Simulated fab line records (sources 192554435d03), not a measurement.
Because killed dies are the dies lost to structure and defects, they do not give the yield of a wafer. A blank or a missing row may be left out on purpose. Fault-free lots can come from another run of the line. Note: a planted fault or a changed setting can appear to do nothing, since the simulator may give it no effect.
Which tool was responsible? -- flow n5Finfet -- 10 lots with 27 wafers sampled at 5 steps, on a route of 1938 steps

== WHAT THE GAUGES SHOWED, per wafer ==
N5_BEOL_M1_INSPECT_59: inspects for defects (darkfield).
lot,measured,on,rawDefectCount
L674,day 7 18:31,defectInspect-01,93 61 72
L678,day 8 03:41,defectInspect-02,73 80 65
L683,day 9 21:38,defectInspect-02,66 63 36
L685,day 10 05:46,defectInspect-02,84 86 63
L687,day 10 07:30,defectInspect-02,70 40 76
L688,day 10 12:07,defectInspect-02,81 112 68
L689,day 10 17:41,defectInspect-02,144 123
L692,day 11 06:47,defectInspect-01,57 37
L696,day 12 14:26,defectInspect-01,44 49 49
L695,day 12 21:56,defectInspect-02,85 102

N5_BEOL_M4_RC_MEAS_101.
lot,measured,on,DIBL_N (mV/V),DIBL_P (mV/V),IOFF_N (nA/um),IOFF_P (nA/um),ION_N (uA/um),ION_P (uA/um),SS_N (mV/dec),SS_P (mV/dec),VT_N (mV),VT_P (mV)
L674,day 8 21:14,prober-01,33.9 32.7 35.4,33.3 31.5 35.5,0.14 0.12 0.15,0.19 0.17 0.21,673 665 683,461 459 467,71.0 70.9 70.4,73.1 72.2 72.8,248 252 249,-250 -253 -249
L678,day 9 14:20,prober-02,36.7 35.8 35.3,36.3 34.3 34.4,0.16 0.14 0.14,0.21 0.17 0.18,684 684 674,467 462 462,70.8 71.0 70.6,73.6 73.2 72.6,249 252 251,-251 -254 -250
L683,day 11 11:17,prober-02,36.8 38.4 36.1,38.0 40.1 37.2,0.16 0.21 0.16,0.26 0.29 0.24,673 687 685,465 475 473,72.1 72.0 70.6,73.9 74.0 72.9,251 247 247,-247 -244 -249
L685,day 11 11:38,prober-01,35.9 36.5 36.0,35.8 36.3 35.3,0.15 0.14 0.14,0.22 0.21 0.21,681 679 677,470 469 469,71.1 71.9 71.3,73.0 73.3 73.0,249 252 253,-252 -250 -247
L687,day 11 20:20,prober-02,36.4 35.0 39.0,36.9 34.7 40.1,0.16 0.14 0.22,0.22 0.18 0.26,679 657 684,467 456 472,71.7 71.7 71.9,73.8 72.3 74.4,252 252 246,-250 -252 -248
L688,day 11 19:26,prober-01,33.6 35.7 35.5,34.0 35.9 35.8,0.16 0.18 0.18,0.19 0.20 0.21,687 697 695,461 464 463,71.4 71.6 71.7,73.0 73.0 73.6,249 247 246,-254 -250 -250
L689,day 12 07:04,prober-02,38.0 36.3,38.0 36.3,0.19 0.15,0.21 0.19,692 671,463 458,71.9 71.0,74.0 74.1,247 254,-252 -255
L692,day 12 20:01,prober-02,36.7 34.3,39.3 35.5,0.20 0.14,0.22 0.16,691 679,467 456,71.7 71.2,73.9 72.3,244 250,-252 -255
L696,day 14 04:23,prober-01,37.0 36.6 38.6,37.6 37.2 39.7,0.16 0.17 0.20,0.22 0.22 0.27,687 683 688,469 462 470,71.7 71.3 72.0,73.4 73.8 74.9,250 247 245,-251 -252 -249
L695,day 14 09:19,prober-02,40.8 36.5,43.6 37.9,0.28 0.16,0.32 0.22,701 672,481 462,72.3 72.2,74.5 72.9,241 253,-247 -250

== TOOL THAT RAN EACH LOT (tool first, then ch and the chambers of the sampled wafers, then the start) ==
lot,N5_BEOL_M2_ILD_DEP_00,N5_BEOL_M2_PECVD_72,N5_BEOL_M2_ETCH_64
L674,"pecvd-01 ch 1,2, day 7 18:33","pecvd-02 ch 0,1,2, day 7 18:39","rieDiel-05 ch 1,2,3, day 7 20:31"
L678,"pecvd-03 ch 1,2, day 8 03:43","pecvd-01 ch 1,2, day 8 03:50","rieDiel-01 ch 0,2,3, day 8 05:11"
L683,"pecvd-03 ch 0,1,2, day 9 21:40","pecvd-03 ch 0,2, day 9 21:46","rieDiel-01 ch 0,1,3, day 9 22:25"
L685,"pecvd-02 ch 0,1, day 10 05:49","pecvd-01 ch 0,1, day 10 05:55","rieDiel-01 ch 1,2,3, day 10 07:43"
L687,"pecvd-01 ch 0,1, day 10 07:32","pecvd-03 ch 0,1,2, day 10 07:40","rieDiel-01 ch 0,1,3, day 10 10:35"
L688,"pecvd-02 ch 1,2, day 10 12:11","pecvd-02 ch 1,2, day 10 12:18","rieDiel-05 ch 2,3, day 10 14:12"
L689,"pecvd-01 ch 0,2, day 10 17:43","pecvd-02 ch 1,2, day 10 17:49","rieDiel-05 ch 0,1, day 10 20:14"
L692,"pecvd-02 ch 0,2, day 11 06:50","pecvd-03 ch 0,1, day 11 06:56","rieDiel-05 ch 1,3, day 11 07:46"
L696,"pecvd-03 ch 0,1, day 12 14:28","pecvd-01 ch 0,1, day 12 14:34","rieDiel-05 ch 0,2, day 12 16:23"
L695,"pecvd-02 ch 0,1, day 12 21:59","pecvd-03 ch 1,2, day 12 22:05","rieDiel-06 ch 0,2, day 12 23:17"
- N5_BEOL_M2_ILD_DEP_00: deposits SiOC from DEMS/O2, target thk 79 nm, time 15.3 s.
- N5_BEOL_M2_PECVD_72: deposits SiO2 from TEOS/O2, target thk 16 nm, time 18 s.
- N5_BEOL_M2_ETCH_64: etches SOC in N2/H2, target depth 75 nm, overetch 22.5 nm, time 121.9 s.

== AS READ BY THE TOOLS THEMSELVES (means over the sampled wafers that have a number; for cases with no such wafer, the mark the record gives instead) ==
N5_BEOL_M2_ILD_DEP_00.
lot,tool,heaterPowerW (W),showerheadPlenumPTorr (Torr),throttleValvePct (%)
L674,pecvd-01,500,5.676,12.3
L678,pecvd-03,521,5.708,11.5
L683,pecvd-03,488,5.698,11.9
L685,pecvd-02,466,5.703,12.3
L687,pecvd-01,474,5.684,12.0
L688,pecvd-02,450,5.702,11.7
L689,pecvd-01,576,5.669,11.4
L692,pecvd-02,415,5.689,11.2
L696,pecvd-03,490,5.712,12.2
L695,pecvd-02,438,5.693,11.9

N5_BEOL_M2_PECVD_72.
lot,tool,heaterPowerW (W),showerheadPlenumPTorr (Torr),throttleValvePct (%)
L674,pecvd-02,631,8.78,21.5
L678,pecvd-01,830,8.69,23.3
L683,pecvd-03,721,8.80,22.5
L685,pecvd-01,707,8.73,22.4
L687,pecvd-03,683,8.83,22.3
L688,pecvd-02,674,8.83,22.2
L689,pecvd-02,664,8.80,21.5
L692,pecvd-03,654,8.86,23.0
L696,pecvd-01,712,8.70,23.3
L695,pecvd-03,788,8.83,22.1

N5_BEOL_M2_ETCH_64.
lot,tool,biasW (W),drypumpMotorCurrentA (A),oesProductAu (a.u.),rfFwdPowerW (W),rfVppV (V),showerheadPlenumPTorr (Torr),throttleValvePct (%)
L674,rieDiel-05,150.4,6.0,0.62,837.3,522.3,2.53,17.90
L678,rieDiel-01,150.1,5.3,0.62,837.0,525.7,2.59,17.72
L683,rieDiel-01,149.9,5.7,0.59,634.8,574.9,2.57,17.79
L685,rieDiel-01,149.7,5.5,0.61,635.5,574.8,2.58,17.79
L687,rieDiel-01,150.2,5.7,0.59,635.5,574.5,2.57,17.79
L688,rieDiel-05,150.8,6.1,0.68,837.0,524.1,2.57,17.76
L689,rieDiel-05,150.0,5.8,0.61,835.3,524.0,2.52,17.73
L692,rieDiel-05,149.6,6.1,0.67,837.0,524.6,2.54,17.80
L696,rieDiel-05,149.8,5.8,0.60,837.2,524.2,2.53,17.72
L695,rieDiel-06,150.1,5.3,0.58,833.7,524.8,2.60,17.95

== THE ANSWER, worked out from the rows above alone ==
Rule: what is usual is taken from the lots themselves. The widest of any qualifying gaps counts: lots, ordered by their means at a reading, are off when they make up no more than a third of the lots, leave a main group of 4 or more, and stand apart from it by 3 or more times the standard deviation of that group's means. A main group is skipped when, at the precision printed for the reading in the tables above, its means are all equal. A lot without any number at a reading at which 4 lots or more have one is off too. All remaining lots with rows at the step are treated as sound. Order of review: gauges by route order, followed by the tools' own readings, for which a lot's mean as printed above is used. The first step at which some lot is off is used, and at that step the reading that is off furthest; a lot without a number counts as furthest.
Off at N5_BEOL_M2_ETCH_64 (rfFwdPowerW): L683, L685, L687. The main group: mean 836.4 W, standard deviation 1.3.
If a tool, at that step or one of the process steps before it, ran each lot that is off and ran no sound lot following the first of them, it fits. One fits: N5_BEOL_M2_ETCH_64 on rieDiel-01. A fault onset in the window from L678 (day 8 05:11, its last sound lot) to L683 (day 9 22:25, its first lot off) fits.
The tool's own readings at N5_BEOL_M2_ETCH_64 bear it out: on the lots that are off they differ by more than 5 times the standard deviation of the sound lots' means. rfFwdPowerW reads 635.3 W there against 836.4 W on the sound lots; rfVppV reads 574.7 V there against 524.2 V on the sound lots.

== WHAT THE SIMULATOR HAD PUT IN ==
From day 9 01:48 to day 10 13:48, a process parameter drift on rieDiel-01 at N5_BEOL_M2_ETCH_64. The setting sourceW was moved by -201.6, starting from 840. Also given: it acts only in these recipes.
Shown lots that were struck: L683, L685, L687. Same finding as the rule above.
